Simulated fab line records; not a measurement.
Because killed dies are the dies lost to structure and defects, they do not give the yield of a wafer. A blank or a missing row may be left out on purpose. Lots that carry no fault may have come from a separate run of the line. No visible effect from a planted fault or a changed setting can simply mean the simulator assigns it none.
What tool caused it? || flow n5 finfet || 29 wafers from 10 lots sampled at 3 of the route's 1938 steps

== WHAT THE GAUGES READ, wafer by wafer ==
N5_BEOL_M5_CD_MEAS_35: target cd 28 nm, target cd y 24 nm. Usual: cd nm 28.0 nm, standard deviation 0.38.
{"lot": "L734", "measured": "day 8 09:41", "on": "cd sem-01", "cd nm (nm)": "28.5 28.0 28.5", "flag": ""}
{"lot": "L735", "measured": "day 9 05:52", "on": "cd sem-02", "cd nm (nm)": "27.7 28.0 28.1", "flag": ""}
{"lot": "L738", "measured": "day 10 19:47", "on": "cd sem-02", "cd nm (nm)": "27.8 28.2 28.4", "flag": ""}
{"lot": "L743", "measured": "day 11 10:24", "on": "cd sem-02", "cd nm (nm)": "29.2 28.1", "flag": ""}
{"lot": "L748", "measured": "day 12 18:55", "on": "cd sem-03", "cd nm (nm)": "28.3 28.0 27.6", "flag": ""}
{"lot": "L749", "measured": "day 13 03:05", "on": "cd sem-03", "cd nm (nm)": "27.5 28.0 27.7", "flag": ""}
{"lot": "L754", "measured": "day 14 03:04", "on": "cd sem-03", "cd nm (nm)": "28.3 27.8 27.9", "flag": ""}
{"lot": "L755", "measured": "day 14 11:47", "on": "cd sem-02", "cd nm (nm)": "28.0 28.8 28.3", "flag": ""}
{"lot": "L756", "measured": "day 14 19:26", "on": "cd sem-02", "cd nm (nm)": "27.9 28.1 27.5", "flag": ""}
{"lot": "L757", "measured": "day 15 13:13", "on": "cd sem-01", "cd nm (nm)": "27.7 27.2 27.6", "flag": ""}

== EACH LOT AND THE TOOL THAT RAN IT (in order: tool; ch and the chambers of the sampled wafers; start) ==
{"lot": "L734", "N5_BEOL_M5_ETCH_62": "rie diel-06 ch 0,1,3, day 8 07:38", "N5_BEOL_M5_DESCUM_33": "rie diel-02 ch 0,2,3, day 8 09:07"}
{"lot": "L735", "N5_BEOL_M5_ETCH_62": "rie diel-06 ch 0,1,2, day 9 03:14", "N5_BEOL_M5_DESCUM_33": "rie diel-02 ch 0,1,2, day 9 05:18"}
{"lot": "L738", "N5_BEOL_M5_ETCH_62": "rie diel-01 ch 1,2,3, day 10 17:29", "N5_BEOL_M5_DESCUM_33": "rie diel-02 ch 0,3, day 10 19:13"}
{"lot": "L743", "N5_BEOL_M5_ETCH_62": "rie diel-06 ch 1, day 11 05:18", "N5_BEOL_M5_DESCUM_33": "rie diel-01 ch 0,3, day 11 09:50"}
{"lot": "L748", "N5_BEOL_M5_ETCH_62": "rie diel-01 ch 1,2,3, day 12 16:08", "N5_BEOL_M5_DESCUM_33": "rie diel-02 ch 0,2,3, day 12 18:21"}
{"lot": "L749", "N5_BEOL_M5_ETCH_62": "rie diel-01 ch 1,2,3, day 12 20:12", "N5_BEOL_M5_DESCUM_33": "rie diel-02 ch 1,2,3, day 13 02:31"}
{"lot": "L754", "N5_BEOL_M5_ETCH_62": "rie diel-01 ch 0,1,3, day 13 23:39", "N5_BEOL_M5_DESCUM_33": "rie diel-06 ch 0,2,3, day 14 02:30"}
{"lot": "L755", "N5_BEOL_M5_ETCH_62": "rie diel-01 ch 2,3, day 14 09:14", "N5_BEOL_M5_DESCUM_33": "rie diel-02 ch 1,3, day 14 11:13"}
{"lot": "L756", "N5_BEOL_M5_ETCH_62": "rie diel-01 ch 0,1,3, day 14 18:02", "N5_BEOL_M5_DESCUM_33": "rie diel-02 ch 1,2,3, day 14 18:52"}
{"lot": "L757", "N5_BEOL_M5_ETCH_62": "rie diel-01 ch 2,3, day 15 11:45", "N5_BEOL_M5_DESCUM_33": "rie diel-01 ch 1,2, day 15 12:39"}
- N5_BEOL_M5_ETCH_62: etches SOC in N2/H2, target depth 75 nm, overetch 15 nm, time 112.5 s.
- N5_BEOL_M5_DESCUM_33: chemistry O2, time 7 s.

== AS READ BY THE TOOLS THEMSELVES (means over the sampled wafers that have a number; for cases with no such wafer, the mark the record gives instead) ==
N5_BEOL_M5_ETCH_62. Usual: drypump motor current A 5.83 A, standard deviation 0.22; h2 flow sccm 199.9 sccm, standard deviation 0.61; oes product au 0.61 a.u., standard deviation 0.065; rf vpp V 523.8 V, standard deviation 1.7; showerhead plenum p Torr 2.54 Torr, standard deviation 0.064; throttle valve pct 17.9 %, standard deviation 0.3.
{"lot": "L734", "tool": "rie diel-06", "drypump motor current A (A)": 5.85, "h2 flow sccm (sccm)": 199.7, "oes product au (a.u.)": 0.67, "rf vpp V (V)": 524.0, "showerhead plenum p Torr (Torr)": 2.55, "throttle valve pct (%)": 17.9, "flag": ""}
{"lot": "L735", "tool": "rie diel-06", "drypump motor current A (A)": 5.86, "h2 flow sccm (sccm)": 199.7, "oes product au (a.u.)": 0.61, "rf vpp V (V)": 523.6, "showerhead plenum p Torr (Torr)": 2.56, "throttle valve pct (%)": 17.8, "flag": ""}
{"lot": "L738", "tool": "rie diel-01", "drypump motor current A (A)": 5.81, "h2 flow sccm (sccm)": 200.5, "oes product au (a.u.)": 0.61, "rf vpp V (V)": 523.9, "showerhead plenum p Torr (Torr)": 2.54, "throttle valve pct (%)": 17.9, "flag": ""}
{"lot": "L743", "tool": "rie diel-06", "drypump motor current A (A)": 5.74, "h2 flow sccm (sccm)": 199.6, "oes product au (a.u.)": 0.55, "rf vpp V (V)": 525.7, "showerhead plenum p Torr (Torr)": 2.63, "throttle valve pct (%)": 18.2, "flag": ""}
{"lot": "L748", "tool": "rie diel-01", "drypump motor current A (A)": 5.80, "h2 flow sccm (sccm)": 199.7, "oes product au (a.u.)": 0.60, "rf vpp V (V)": 523.5, "showerhead plenum p Torr (Torr)": 2.53, "throttle valve pct (%)": 17.9, "flag": ""}
{"lot": "L749", "tool": "rie diel-01", "drypump motor current A (A)": 5.82, "h2 flow sccm (sccm)": 200.2, "oes product au (a.u.)": 0.60, "rf vpp V (V)": 523.5, "showerhead plenum p Torr (Torr)": 2.53, "throttle valve pct (%)": 17.9, "flag": ""}
{"lot": "L754", "tool": "rie diel-01", "drypump motor current A (A)": 5.83, "h2 flow sccm (sccm)": 200.1, "oes product au (a.u.)": 0.59, "rf vpp V (V)": 524.1, "showerhead plenum p Torr (Torr)": 2.55, "throttle valve pct (%)": 17.8, "flag": ""}
{"lot": "L755", "tool": "rie diel-01", "drypump motor current A (A)": 5.61, "h2 flow sccm (sccm)": 199.7, "oes product au (a.u.)": 0.58, "rf vpp V (V)": 522.6, "showerhead plenum p Torr (Torr)": 2.49, "throttle valve pct (%)": 17.7, "flag": ""}
{"lot": "L756", "tool": "rie diel-01", "drypump motor current A (A)": 5.81, "h2 flow sccm (sccm)": 199.8, "oes product au (a.u.)": 0.59, "rf vpp V (V)": 524.4, "showerhead plenum p Torr (Torr)": 2.55, "throttle valve pct (%)": 17.8, "flag": ""}
{"lot": "L757", "tool": "rie diel-01", "drypump motor current A (A)": 5.61, "h2 flow sccm (sccm)": 199.8, "oes product au (a.u.)": 0.63, "rf vpp V (V)": 522.3, "showerhead plenum p Torr (Torr)": 2.47, "throttle valve pct (%)": 17.8, "flag": ""}

N5_BEOL_M5_DESCUM_33. Usual: drypump motor current A 5.84 A, standard deviation 0.27; oes product au 0.76 a.u., standard deviation 0.087; rf vpp V 243.4 V, standard deviation 1.3; showerhead plenum p Torr 2.10 Torr, standard deviation 0.057; throttle valve pct 20.50 %, standard deviation 0.27.
{"lot": "L734", "tool": "rie diel-02", "drypump motor current A (A)": 5.69, "oes product au (a.u.)": 0.72, "rf vpp V (V)": 243.9, "showerhead plenum p Torr (Torr)": 2.10, "throttle valve pct (%)": 20.59, "flag": ""}
{"lot": "L735", "tool": "rie diel-02", "drypump motor current A (A)": 5.87, "oes product au (a.u.)": 0.73, "rf vpp V (V)": 243.8, "showerhead plenum p Torr (Torr)": 2.11, "throttle valve pct (%)": 20.49, "flag": ""}
{"lot": "L738", "tool": "rie diel-02", "drypump motor current A (A)": 5.81, "oes product au (a.u.)": 0.70, "rf vpp V (V)": 242.1, "showerhead plenum p Torr (Torr)": 2.04, "throttle valve pct (%)": 20.65, "flag": ""}
{"lot": "L743", "tool": "rie diel-01", "drypump motor current A (A)": 5.58, "oes product au (a.u.)": 0.78, "rf vpp V (V)": 243.8, "showerhead plenum p Torr (Torr)": 2.08, "throttle valve pct (%)": 20.16, "flag": ""}
{"lot": "L748", "tool": "rie diel-02", "drypump motor current A (A)": 5.71, "oes product au (a.u.)": 0.79, "rf vpp V (V)": 243.3, "showerhead plenum p Torr (Torr)": 2.09, "throttle valve pct (%)": 20.51, "flag": ""}
{"lot": "L749", "tool": "rie diel-02", "drypump motor current A (A)": 5.86, "oes product au (a.u.)": 0.79, "rf vpp V (V)": 243.8, "showerhead plenum p Torr (Torr)": 2.14, "throttle valve pct (%)": 20.39, "flag": ""}
{"lot": "L754", "tool": "rie diel-06", "drypump motor current A (A)": 5.91, "oes product au (a.u.)": 0.79, "rf vpp V (V)": 242.7, "showerhead plenum p Torr (Torr)": 2.05, "throttle valve pct (%)": 20.49, "flag": ""}
{"lot": "L755", "tool": "rie diel-02", "drypump motor current A (A)": 5.98, "oes product au (a.u.)": 0.86, "rf vpp V (V)": 243.6, "showerhead plenum p Torr (Torr)": 2.14, "throttle valve pct (%)": 20.29, "flag": ""}
{"lot": "L756", "tool": "rie diel-02", "drypump motor current A (A)": 5.87, "oes product au (a.u.)": 0.77, "rf vpp V (V)": 244.7, "showerhead plenum p Torr (Torr)": 2.14, "throttle valve pct (%)": 20.41, "flag": ""}
{"lot": "L757", "tool": "rie diel-01", "drypump motor current A (A)": 5.82, "oes product au (a.u.)": 0.79, "rf vpp V (V)": 243.3, "showerhead plenum p Torr (Torr)": 2.09, "throttle valve pct (%)": 20.74, "flag": ""}

== THE ANSWER, worked out from the rows above alone ==
Rule: a lot is off if the mean of its wafers that have a number lies more than 3 standard deviations from the usual mean. Also off: a lot with no number at a reading for which 4 or more lots have one. The other lots that the step has rows for count as sound. The gauges are gone through in route order, then the tools' own readings, and for those a lot's mean is taken as printed above. At the first step where some lot is off, the reading lying furthest off is the one used; lots without a number count as furthest.
None of the lots is off at any reading shown; this tells nothing.

== WHAT THE SIMULATOR HAD INSERTED ==
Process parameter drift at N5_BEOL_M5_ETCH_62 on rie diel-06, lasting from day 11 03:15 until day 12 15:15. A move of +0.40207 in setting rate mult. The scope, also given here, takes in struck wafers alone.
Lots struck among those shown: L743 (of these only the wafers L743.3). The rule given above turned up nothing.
